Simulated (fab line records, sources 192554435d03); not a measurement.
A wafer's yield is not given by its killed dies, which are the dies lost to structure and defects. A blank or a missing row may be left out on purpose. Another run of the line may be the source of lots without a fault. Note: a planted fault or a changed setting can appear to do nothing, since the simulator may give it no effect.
fab line records :: flow n5-finfet
record
  lots=12
  wafers=36
  last-day=17
route steps=1938 shown BEOL_M7@1267 PASSIVATION@1936
lots that met no fault: taken from a fault-free run of the same line
start-h: start of the lot's first displayed wafer, in hours after the record's first day :: wait-h: time in hours since the lot's previous step :: " the same as in the row above :: L1.1+2: one row covering several wafers at once :: - no value, or no start was given :: * or withheld: withheld :: < > ~ a bound
route shown NAME@n: NAME is a module with steps in the file, n the number in the route of the first one :: usual: mean and standard deviation over wafers with no fault :: same: alike in all rows :: chamber/n: place in a boat :: sites: readings site by site :: _std_site: how widely they spread, as a standard deviation :: _edge_site: the outer-site mean with the inner-site mean subtracted :: radius-mm: how far each site lies from the wafer's centre :: mask NAME#n: copy n :: behind: the last tool/chamber to shape the wafer :: hold: what put the lot on hold/how long, in hours/how the hold closed :: device: the n, p or np transistor that did not switch :: end of line: the same wafers' tests at the end of the route :: a step without rows: its recipe alone :: killed: not the wafer's yield, but the dies lost to structure and defects at the first sort :: map: the dies of a wafer, with x for killed, . for not killed, _ for no die there
set.NAME: the setting as run; set.NAME@STEP: as run at that earlier step :: model.NAME: the simulator's own value behind a step, which no gauge read
steps of the route over a sample of lots; a table a step, a row a wafer
services: when a tool's chamber went out of use (start-h, in hours from the record's first day, below 0 if earlier), for how many hours, and the reason
## steps
# step N5_BEOL_M7_HM_DEP_02
# recipe
  material=TiN
  target-thk-a=200
  temp-c=25
  chamber-pressure-pa=0.49996
# usual
  susceptor-temp-C=24.99/0.1
  throttle-valve-pct=29.8/0.98
lot.wafer: L172.3
tool: pvd-sputter-01
chamber: -
start-h: 207.81
wait-h: 1.3
susceptor-temp-C: 25.04
throttle-valve-pct: 30.6

lot.wafer: L172.5
tool: pvd-sputter-01
chamber: -
start-h: 207.81
wait-h: 1.3
susceptor-temp-C: 24.96
throttle-valve-pct: 30.0

lot.wafer: L172.6
tool: pvd-sputter-01
chamber: -
start-h: 207.81
wait-h: 1.3
susceptor-temp-C: 25.14
throttle-valve-pct: 30.9

lot.wafer: L175.1
tool: pvd-sputter-01
chamber: -
start-h: 211.13
wait-h: 1.2
susceptor-temp-C: 25.06
throttle-valve-pct: 30.9

lot.wafer: L175.2
tool: pvd-sputter-01
chamber: -
start-h: 211.13
wait-h: 1.2
susceptor-temp-C: 25.00
throttle-valve-pct: 28.8

lot.wafer: L175.3
tool: pvd-sputter-01
chamber: -
start-h: 211.13
wait-h: 1.2
susceptor-temp-C: 25.10
throttle-valve-pct: 30.8

lot.wafer: L173.1
tool: pvd-sputter-01
chamber: -
start-h: 217.85
wait-h: 2.0
susceptor-temp-C: 25.06
throttle-valve-pct: 28.5

lot.wafer: L173.4
tool: pvd-sputter-01
chamber: -
start-h: 217.85
wait-h: 2.0
susceptor-temp-C: 24.95
throttle-valve-pct: 31.1

lot.wafer: L173.5
tool: pvd-sputter-01
chamber: -
start-h: 217.85
wait-h: 2.0
susceptor-temp-C: 24.85
throttle-valve-pct: 28.7

lot.wafer: L176.2
tool: pvd-sputter-01
chamber: -
start-h: 227.04
wait-h: 0.1
susceptor-temp-C: 25.02
throttle-valve-pct: 28.6

lot.wafer: L176.3
tool: pvd-sputter-01
chamber: -
start-h: 227.04
wait-h: 0.1
susceptor-temp-C: 24.89
throttle-valve-pct: 30.7

lot.wafer: L176.5
tool: pvd-sputter-01
chamber: -
start-h: 227.04
wait-h: 0.1
susceptor-temp-C: 25.20
throttle-valve-pct: 29.9

lot.wafer: L178.2
tool: pvd-sputter-02
chamber: -
start-h: 252.79
wait-h: 1.1
susceptor-temp-C: 25.01
throttle-valve-pct: 30.3

lot.wafer: L178.4
tool: pvd-sputter-02
chamber: -
start-h: 252.79
wait-h: 1.1
susceptor-temp-C: 24.93
throttle-valve-pct: 29.1

lot.wafer: L178.5
tool: pvd-sputter-02
chamber: -
start-h: 252.79
wait-h: 1.1
susceptor-temp-C: 24.90
throttle-valve-pct: 30.1

lot.wafer: L181.1
tool: pvd-sputter-02
chamber: -
start-h: 255.64
wait-h: 0.8
susceptor-temp-C: 24.78
throttle-valve-pct: 30.0

lot.wafer: L181.3
tool: pvd-sputter-02
chamber: -
start-h: 255.64
wait-h: 0.8
susceptor-temp-C: 24.96
throttle-valve-pct: 30.3

lot.wafer: L181.5
tool: pvd-sputter-02
chamber: -
start-h: 255.64
wait-h: 0.8
susceptor-temp-C: 25.09
throttle-valve-pct: 28.2

lot.wafer: L182.2
tool: pvd-sputter-02
chamber: -
start-h: 258.42
wait-h: 1.5
susceptor-temp-C: 25.09
throttle-valve-pct: 30.3

lot.wafer: L182.4
tool: pvd-sputter-02
chamber: -
start-h: 258.42
wait-h: 1.5
susceptor-temp-C: 24.95
throttle-valve-pct: 29.0

lot.wafer: L182.5
tool: pvd-sputter-02
chamber: -
start-h: 258.42
wait-h: 1.5
susceptor-temp-C: 25.02
throttle-valve-pct: 30.4

lot.wafer: L185.3
tool: pvd-sputter-03
chamber: -
start-h: 276.74
wait-h: 0.9
susceptor-temp-C: 24.97
throttle-valve-pct: 30.2

lot.wafer: L185.4
tool: pvd-sputter-03
chamber: -
start-h: 276.74
wait-h: 0.9
susceptor-temp-C: 25.06
throttle-valve-pct: 28.7

lot.wafer: L185.5
tool: pvd-sputter-03
chamber: -
start-h: 276.74
wait-h: 0.9
susceptor-temp-C: 25.10
throttle-valve-pct: 31.5

lot.wafer: L186.1
tool: pvd-sputter-02
chamber: -
start-h: 280.17
wait-h: 1.4
susceptor-temp-C: 25.05
throttle-valve-pct: 28.6

lot.wafer: L186.3
tool: pvd-sputter-02
chamber: -
start-h: 280.17
wait-h: 1.4
susceptor-temp-C: 25.23
throttle-valve-pct: 29.8

lot.wafer: L186.4
tool: pvd-sputter-02
chamber: -
start-h: 280.17
wait-h: 1.4
susceptor-temp-C: 24.88
throttle-valve-pct: 30.3

lot.wafer: L188.1
tool: pvd-sputter-01
chamber: -
start-h: 308.72
wait-h: 2.0
susceptor-temp-C: 24.83
throttle-valve-pct: 30.9

lot.wafer: L188.2
tool: pvd-sputter-01
chamber: -
start-h: 308.72
wait-h: 2.0
susceptor-temp-C: 25.03
throttle-valve-pct: 31.2

lot.wafer: L188.5
tool: pvd-sputter-01
chamber: -
start-h: 308.72
wait-h: 2.0
susceptor-temp-C: 25.02
throttle-valve-pct: 31.0

lot.wafer: L193.1
tool: pvd-sputter-03
chamber: -
start-h: 325.56
wait-h: 2.2
susceptor-temp-C: 24.96
throttle-valve-pct: 31.2

lot.wafer: L193.2
tool: pvd-sputter-03
chamber: -
start-h: 325.56
wait-h: 2.2
susceptor-temp-C: 24.96
throttle-valve-pct: 29.3

lot.wafer: L193.6
tool: pvd-sputter-03
chamber: -
start-h: 325.56
wait-h: 2.2
susceptor-temp-C: 24.78
throttle-valve-pct: 31.3

lot.wafer: L194.1
tool: pvd-sputter-02
chamber: -
start-h: 331.98
wait-h: 0.0
susceptor-temp-C: 24.97
throttle-valve-pct: 30.3

lot.wafer: L194.2
tool: pvd-sputter-02
chamber: -
start-h: 331.98
wait-h: 0.0
susceptor-temp-C: 24.83
throttle-valve-pct: 29.4

lot.wafer: L194.4
tool: pvd-sputter-02
chamber: -
start-h: 331.98
wait-h: 0.0
susceptor-temp-C: 25.06
throttle-valve-pct: 30.2
# step N5_BEOL_M7_CD_MEAS_18
# recipe
  pitch-nm=80
  target-cd-nm=40
# usual
  cd-nm=40.0/0.54
lot.wafer: L172.3
tool: cd-sem-03
chamber: -
start-h: 208.84
wait-h: 0.1
cd-nm: 40.4

lot.wafer: L172.5
tool: cd-sem-03
chamber: -
start-h: 208.84
wait-h: 0.1
cd-nm: 39.8

lot.wafer: L172.6
tool: cd-sem-03
chamber: -
start-h: 208.84
wait-h: 0.1
cd-nm: 39.6

lot.wafer: L175.1
tool: cd-sem-01
chamber: -
start-h: 212.10
wait-h: 0.0
cd-nm: 39.7

lot.wafer: L175.2
tool: cd-sem-01
chamber: -
start-h: 212.10
wait-h: 0.0
cd-nm: 40.0

lot.wafer: L175.3
tool: cd-sem-01
chamber: -
start-h: 212.10
wait-h: 0.0
cd-nm: 39.5

lot.wafer: L173.1
tool: cd-sem-01
chamber: -
start-h: 219.04
wait-h: 0.0
cd-nm: 39.7

lot.wafer: L173.4
tool: cd-sem-01
chamber: -
start-h: 219.04
wait-h: 0.0
cd-nm: 39.2

lot.wafer: L173.5
tool: cd-sem-01
chamber: -
start-h: 219.04
wait-h: 0.0
cd-nm: 39.2

lot.wafer: L176.2
tool: cd-sem-01
chamber: -
start-h: 228.08
wait-h: 0.1
cd-nm: 40.0

lot.wafer: L176.3
tool: cd-sem-01
chamber: -
start-h: 228.08
wait-h: 0.1
cd-nm: 39.4

lot.wafer: L176.5
tool: cd-sem-01
chamber: -
start-h: 228.08
wait-h: 0.1
cd-nm: 39.1

lot.wafer: L178.2
tool: cd-sem-02
chamber: -
start-h: 253.84
wait-h: 0.1
cd-nm: 39.6

lot.wafer: L178.4
tool: cd-sem-02
chamber: -
start-h: 253.84
wait-h: 0.1
cd-nm: 39.6

lot.wafer: L178.5
tool: cd-sem-02
chamber: -
start-h: 253.84
wait-h: 0.1
cd-nm: 39.2

lot.wafer: L181.1
tool: cd-sem-02
chamber: -
start-h: 256.72
wait-h: 0.0
cd-nm: 39.7

lot.wafer: L181.3
tool: cd-sem-02
chamber: -
start-h: 256.72
wait-h: 0.0
cd-nm: 39.9

lot.wafer: L181.5
tool: cd-sem-02
chamber: -
start-h: 256.72
wait-h: 0.0
cd-nm: 39.4

lot.wafer: L182.2
tool: cd-sem-02
chamber: -
start-h: 259.52
wait-h: 0.1
cd-nm: 40.4

lot.wafer: L182.4
tool: cd-sem-02
chamber: -
start-h: 259.52
wait-h: 0.1
cd-nm: 39.7

lot.wafer: L182.5
tool: cd-sem-02
chamber: -
start-h: 259.52
wait-h: 0.1
cd-nm: 40.0

lot.wafer: L185.3
tool: cd-sem-03
chamber: -
start-h: 278.00
wait-h: 0.1
cd-nm: 40.2

lot.wafer: L185.4
tool: cd-sem-03
chamber: -
start-h: 278.00
wait-h: 0.1
cd-nm: 40.4

lot.wafer: L185.5
tool: cd-sem-03
chamber: -
start-h: 278.00
wait-h: 0.1
cd-nm: 39.8

lot.wafer: L186.1
tool: cd-sem-02
chamber: -
start-h: 281.09
wait-h: 0.0
cd-nm: 40.2

lot.wafer: L186.3
tool: cd-sem-02
chamber: -
start-h: 281.09
wait-h: 0.0
cd-nm: 40.6

lot.wafer: L186.4
tool: cd-sem-02
chamber: -
start-h: 281.09
wait-h: 0.0
cd-nm: 40.6

lot.wafer: L188.1
tool: cd-sem-03
chamber: -
start-h: 310.18
wait-h: 0.0
cd-nm: 40.4

lot.wafer: L188.2
tool: cd-sem-03
chamber: -
start-h: 310.18
wait-h: 0.0
cd-nm: 39.7

lot.wafer: L188.5
tool: cd-sem-03
chamber: -
start-h: 310.18
wait-h: 0.0
cd-nm: 40.7

lot.wafer: L193.1
tool: cd-sem-02
chamber: -
start-h: 326.89
wait-h: 0.0
cd-nm: 40.2

lot.wafer: L193.2
tool: cd-sem-02
chamber: -
start-h: 326.89
wait-h: 0.0
cd-nm: 39.9

lot.wafer: L193.6
tool: cd-sem-02
chamber: -
start-h: 326.89
wait-h: 0.0
cd-nm: 40.0

lot.wafer: L194.1
tool: cd-sem-03
chamber: -
start-h: 332.90
wait-h: 0.0
cd-nm: 40.2

lot.wafer: L194.2
tool: cd-sem-03
chamber: -
start-h: 332.90
wait-h: 0.0
cd-nm: 39.9

lot.wafer: L194.4
tool: cd-sem-03
chamber: -
start-h: 332.90
wait-h: 0.0
cd-nm: 39.3
# step N5_BEOL_M7_COAT_71
# recipe
  resist=underlayer
  temp-c=205
  time-s=60
  spin-rpm=1500
  resist-thk-nm=5
# usual
  spin-speed-rpm=1500.0/1.1
# same
  time-s=60
lot.wafer: L172.3
tool: litho-track-04
chamber: 0
start-h: 210.12
wait-h: -
spin-speed-rpm: 1500.0

lot.wafer: L172.5
tool: litho-track-04
chamber: 0
start-h: 210.12
wait-h: -
spin-speed-rpm: 1500.2

lot.wafer: L172.6
tool: litho-track-04
chamber: 0
start-h: 210.12
wait-h: -
spin-speed-rpm: 1499.7

lot.wafer: L175.1
tool: litho-track-03
chamber: 0
start-h: 213.14
wait-h: -
spin-speed-rpm: 1498.9

lot.wafer: L175.2
tool: litho-track-03
chamber: 0
start-h: 213.14
wait-h: -
spin-speed-rpm: 1498.6

lot.wafer: L175.3
tool: litho-track-03
chamber: 0
start-h: 213.14
wait-h: -
spin-speed-rpm: 1500.7

lot.wafer: L173.1
tool: litho-track-04
chamber: 0
start-h: 220.32
wait-h: -
spin-speed-rpm: 1501.6

lot.wafer: L173.4
tool: litho-track-04
chamber: 0
start-h: 220.32
wait-h: -
spin-speed-rpm: 1501.8

lot.wafer: L173.5
tool: litho-track-04
chamber: 0
start-h: 220.32
wait-h: -
spin-speed-rpm: 1500.4

lot.wafer: L176.2
tool: litho-track-02
chamber: 0
start-h: 228.64
wait-h: -
spin-speed-rpm: 1500.6

lot.wafer: L176.3
tool: litho-track-02
chamber: 0
start-h: 228.64
wait-h: -
spin-speed-rpm: 1500.3

lot.wafer: L176.5
tool: litho-track-02
chamber: 0
start-h: 228.64
wait-h: -
spin-speed-rpm: 1501.0

lot.wafer: L178.2
tool: litho-track-02
chamber: 0
start-h: 253.96
wait-h: -
spin-speed-rpm: 1500.5

lot.wafer: L178.4
tool: litho-track-02
chamber: 0
start-h: 253.96
wait-h: -
spin-speed-rpm: 1499.6

lot.wafer: L178.5
tool: litho-track-02
chamber: 0
start-h: 253.96
wait-h: -
spin-speed-rpm: 1500.8

lot.wafer: L181.1
tool: litho-track-03
chamber: 0
start-h: 257.68
wait-h: -
spin-speed-rpm: 1497.7

lot.wafer: L181.3
tool: litho-track-03
chamber: 0
start-h: 257.68
wait-h: -
spin-speed-rpm: 1497.5

lot.wafer: L181.5
tool: litho-track-03
chamber: 0
start-h: 257.68
wait-h: -
spin-speed-rpm: 1499.8

lot.wafer: L182.2
tool: litho-track-02
chamber: 0
start-h: 260.15
wait-h: -
spin-speed-rpm: 1499.2

lot.wafer: L182.4
tool: litho-track-02
chamber: 0
start-h: 260.15
wait-h: -
spin-speed-rpm: 1497.9

lot.wafer: L182.5
tool: litho-track-02
chamber: 0
start-h: 260.15
wait-h: -
spin-speed-rpm: 1499.5

lot.wafer: L185.3
tool: litho-track-02
chamber: 0
start-h: 279.29
wait-h: -
spin-speed-rpm: 1410.2

lot.wafer: L185.4
tool: litho-track-02
chamber: 0
start-h: 279.29
wait-h: -
spin-speed-rpm: 1407.4

lot.wafer: L185.5
tool: litho-track-02
chamber: 0
start-h: 279.29
wait-h: -
spin-speed-rpm: 1411.2

lot.wafer: L186.1
tool: litho-track-03
chamber: 0
start-h: 281.20
wait-h: -
spin-speed-rpm: 1501.5

lot.wafer: L186.3
tool: litho-track-03
chamber: 0
start-h: 281.20
wait-h: -
spin-speed-rpm: 1501.1

lot.wafer: L186.4
tool: litho-track-03
chamber: 0
start-h: 281.20
wait-h: -
spin-speed-rpm: 1498.6

lot.wafer: L188.1
tool: litho-track-02
chamber: 0
start-h: 310.31
wait-h: -
spin-speed-rpm: 1410.4

lot.wafer: L188.2
tool: litho-track-02
chamber: 0
start-h: 310.31
wait-h: -
spin-speed-rpm: 1412.7

lot.wafer: L188.5
tool: litho-track-02
chamber: 0
start-h: 310.31
wait-h: -
spin-speed-rpm: 1413.2

lot.wafer: L193.1
tool: litho-track-04
chamber: 0
start-h: 326.93
wait-h: -
spin-speed-rpm: 1500.1

lot.wafer: L193.2
tool: litho-track-04
chamber: 0
start-h: 326.93
wait-h: -
spin-speed-rpm: 1499.5

lot.wafer: L193.6
tool: litho-track-04
chamber: 0
start-h: 326.93
wait-h: -
spin-speed-rpm: 1499.9

lot.wafer: L194.1
tool: litho-track-04
chamber: 0
start-h: 333.38
wait-h: -
spin-speed-rpm: 1500.5

lot.wafer: L194.2
tool: litho-track-04
chamber: 0
start-h: 333.38
wait-h: -
spin-speed-rpm: 1500.3

lot.wafer: L194.4
tool: litho-track-04
chamber: 0
start-h: 333.38
wait-h: -
spin-speed-rpm: 1500.7
# step N5_BEOL_M7_OVL_MEAS_29
# recipe
  points-per-wafer=522
# usual
  V6_OVL=0.2/0.75
lot.wafer: L172.3
tool: overlay-02
chamber: 0
start-h: 210.42
wait-h: 0.0
V6_OVL[nm]: -0.1

lot.wafer: L172.5
tool: overlay-02
chamber: 0
start-h: 210.42
wait-h: 0.0
V6_OVL[nm]: 0.5

lot.wafer: L172.6
tool: overlay-02
chamber: 0
start-h: 210.42
wait-h: 0.0
V6_OVL[nm]: 1.2

lot.wafer: L175.1
tool: overlay-02
chamber: 0
start-h: 213.43
wait-h: 0.0
V6_OVL[nm]: 0.2

lot.wafer: L175.2
tool: overlay-02
chamber: 0
start-h: 213.43
wait-h: 0.0
V6_OVL[nm]: 1.3

lot.wafer: L175.3
tool: overlay-02
chamber: 0
start-h: 213.43
wait-h: 0.0
V6_OVL[nm]: 0.7

lot.wafer: L173.1
tool: overlay-01
chamber: 0
start-h: 220.75
wait-h: 0.0
V6_OVL[nm]: 0.1

lot.wafer: L173.4
tool: overlay-01
chamber: 0
start-h: 220.75
wait-h: 0.0
V6_OVL[nm]: 0.4

lot.wafer: L173.5
tool: overlay-01
chamber: 0
start-h: 220.75
wait-h: 0.0
V6_OVL[nm]: 0.0

lot.wafer: L176.2
tool: overlay-01
chamber: 0
start-h: 228.97
wait-h: 0.0
V6_OVL[nm]: -0.5

lot.wafer: L176.3
tool: overlay-01
chamber: 0
start-h: 228.97
wait-h: 0.0
V6_OVL[nm]: -0.8

lot.wafer: L176.5
tool: overlay-01
chamber: 0
start-h: 228.97
wait-h: 0.0
V6_OVL[nm]: -1.9

lot.wafer: L178.2
tool: overlay-02
chamber: 0
start-h: 254.26
wait-h: 0.0
V6_OVL[nm]: 0.7

lot.wafer: L178.4
tool: overlay-02
chamber: 0
start-h: 254.26
wait-h: 0.0
V6_OVL[nm]: 0.7

lot.wafer: L178.5
tool: overlay-02
chamber: 0
start-h: 254.26
wait-h: 0.0
V6_OVL[nm]: -0.2

lot.wafer: L181.1
tool: overlay-02
chamber: 0
start-h: 258.10
wait-h: 0.0
V6_OVL[nm]: 0.6

lot.wafer: L181.3
tool: overlay-02
chamber: 0
start-h: 258.10
wait-h: 0.0
V6_OVL[nm]: -1.2

lot.wafer: L181.5
tool: overlay-02
chamber: 0
start-h: 258.10
wait-h: 0.0
V6_OVL[nm]: -0.7

lot.wafer: L182.2
tool: overlay-02
chamber: 0
start-h: 260.58
wait-h: 0.0
V6_OVL[nm]: 0.2

lot.wafer: L182.4
tool: overlay-02
chamber: 0
start-h: 260.58
wait-h: 0.0
V6_OVL[nm]: -0.2

lot.wafer: L182.5
tool: overlay-02
chamber: 0
start-h: 260.58
wait-h: 0.0
V6_OVL[nm]: 1.5

lot.wafer: L185.3
tool: overlay-02
chamber: 0
start-h: 279.61
wait-h: 0.0
V6_OVL[nm]: 0.4

lot.wafer: L185.4
tool: overlay-02
chamber: 0
start-h: 279.61
wait-h: 0.0
V6_OVL[nm]: 0.6

lot.wafer: L185.5
tool: overlay-02
chamber: 0
start-h: 279.61
wait-h: 0.0
V6_OVL[nm]: 0.5

lot.wafer: L186.1
tool: overlay-02
chamber: 0
start-h: 281.49
wait-h: 0.0
V6_OVL[nm]: 0.8

lot.wafer: L186.3
tool: overlay-02
chamber: 0
start-h: 281.49
wait-h: 0.0
V6_OVL[nm]: 0.6

lot.wafer: L186.4
tool: overlay-02
chamber: 0
start-h: 281.49
wait-h: 0.0
V6_OVL[nm]: 0.0

lot.wafer: L188.1
tool: overlay-01
chamber: 0
start-h: 310.60
wait-h: 0.0
V6_OVL[nm]: 0.2

lot.wafer: L188.2
tool: overlay-01
chamber: 0
start-h: 310.60
wait-h: 0.0
V6_OVL[nm]: 0.4

lot.wafer: L188.5
tool: overlay-01
chamber: 0
start-h: 310.60
wait-h: 0.0
V6_OVL[nm]: 0.8

lot.wafer: L193.1
tool: overlay-01
chamber: 0
start-h: 327.35
wait-h: 0.0
V6_OVL[nm]: 0.3

lot.wafer: L193.2
tool: overlay-01
chamber: 0
start-h: 327.35
wait-h: 0.0
V6_OVL[nm]: -0.5

lot.wafer: L193.6
tool: overlay-01
chamber: 0
start-h: 327.35
wait-h: 0.0
V6_OVL[nm]: -0.7

lot.wafer: L194.1
tool: overlay-01
chamber: 0
start-h: 333.80
wait-h: 0.0
V6_OVL[nm]: -0.3

lot.wafer: L194.2
tool: overlay-01
chamber: 0
start-h: 333.80
wait-h: 0.0
V6_OVL[nm]: 0.6

lot.wafer: L194.4
tool: overlay-01
chamber: 0
start-h: 333.80
wait-h: 0.0
V6_OVL[nm]: 1.6
# step N5_PASSIVATION_PROBE_49
# usual
  defect-limited-yield=91.2/1.5
  killed_at_M0_to_M3=35/11
  killed_at_M4_up=13/5.6
  killed-at-contacts=13/6.3
  killed-at-front-end=38/12
  killed-at-other=3.7/2.9
  killed-dies=104/18
  killed-open=69/13
  killed-short=34/8.3
  sort_bin_5_function=5.2/0.95
  sort_bin_6_memory=3.3/0.68
  sort-n-pass=1076/18
  sort-yield-pct=91.2/1.5
# same
  gross-dies=1180
  killed-at-back-side=0
  sort_bin_4_leakage[%]=0
  sort_bin_8_speed[%]=0
lot.wafer: L185.3
tool: prober-01
chamber: -
start-h: 362.83
wait-h: 0.1
defect-limited-yield[%]: 93.4
killed_at_M0_to_M3: 28
killed_at_M4_up: 6
killed-at-contacts: 11
killed-at-front-end: 26
killed-at-other: 7
killed-dies: 78
killed-open: 53
killed-short: 25
sort_bin_5_function[%]: 3.9
sort_bin_6_memory[%]: 2.5
sort-n-pass: 1102
sort-yield-pct[%]: 93.4

lot.wafer: L185.4
tool: prober-01
chamber: -
start-h: 362.88
wait-h: 0.2
defect-limited-yield[%]: 92.5
killed_at_M0_to_M3: 29
killed_at_M4_up: 5
killed-at-contacts: 14
killed-at-front-end: 35
killed-at-other: 6
killed-dies: 89
killed-open: 62
killed-short: 27
sort_bin_5_function[%]: 3.7
sort_bin_6_memory[%]: 3.6
sort-n-pass: 1091
sort-yield-pct[%]: 92.5

lot.wafer: L185.5
tool: prober-01
chamber: -
start-h: 362.93
wait-h: 0.2
defect-limited-yield[%]: 92.9
killed_at_M0_to_M3: 30
killed_at_M4_up: 4
killed-at-contacts: 1
killed-at-front-end: 38
killed-at-other: 11
killed-dies: 84
killed-open: 52
killed-short: 32
sort_bin_5_function[%]: 4.2
sort_bin_6_memory[%]: 2.9
sort-n-pass: 1096
sort-yield-pct[%]: 92.9
# killed by level:class
L185.3 MOL_CONTACT_COAG:geometric-particle:open=7 BEOL_M3:geometric-particle:open=6 STI_FIN_REVEAL:geometric-particle:open=5 BEOL_M1:geometric-particle:open=5 MOL_CONTACT_COAG:geometric-particle:short=4 BEOL_M0_SAQP:geometric-particle:open=4 BEOL_M0:geometric-particle:open=4 FIN_SAQP:geometric-particle:open=3
L185.4 STI_FIN_REVEAL:geometric-particle:open=10 MOL_CONTACT_COAG:geometric-particle:open=10 BEOL_M0:geometric-particle:open=7 BEOL_M3:geometric-particle:open=7 GATE_CUT:geometric-particle:short=5 DUMMY_GATE:geometric-particle:open=4 BEOL_M2:geometric-particle:open=4 MOL_CONTACT_COAG:geometric-particle:short=4
L185.5 BEOL_M0_SAQP:geometric-particle:short=9 STI_FIN_REVEAL:geometric-particle:open=8 GATE_CUT:geometric-particle:short=7 FIN_SAQP:geometric-particle:open=6 FIN_SAQP:geometric-particle:short=5 DUMMY_GATE:geometric-particle:open=5 BEOL_M0_SAQP:geometric-particle:open=5 BEOL_M2:geometric-particle:open=5
## services
tool: litho-track-04
chamber: -
start-h: 277.02
hours: -
kind: consumable-replace:filter
## key
first-sign
  step=N5_BEOL_M7_COAT_71
  reading=spin-speed-rpm
  direction=down
  sigmas=81
  usual=*
  struck=*
effect none on later readings
met-at N5_BEOL_M7_COAT_71
struck-lots L185,L188
not-acting-at N5_BEOL_M7_HM_DEP_02,N5_BEOL_M7_CD_MEAS_18,N5_BEOL_M7_OVL_MEAS_29
onset-between 260.15 279.29
fault
  kind=process-parameter-drift
  tool=litho-track-02
  chamber=-
  onset-h=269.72
  steps=N5_BEOL_M7_COAT_71
  channel=spin-rpm
  offset=*
  shape=step
  end-h=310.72
  acts-in=*
  stated=*
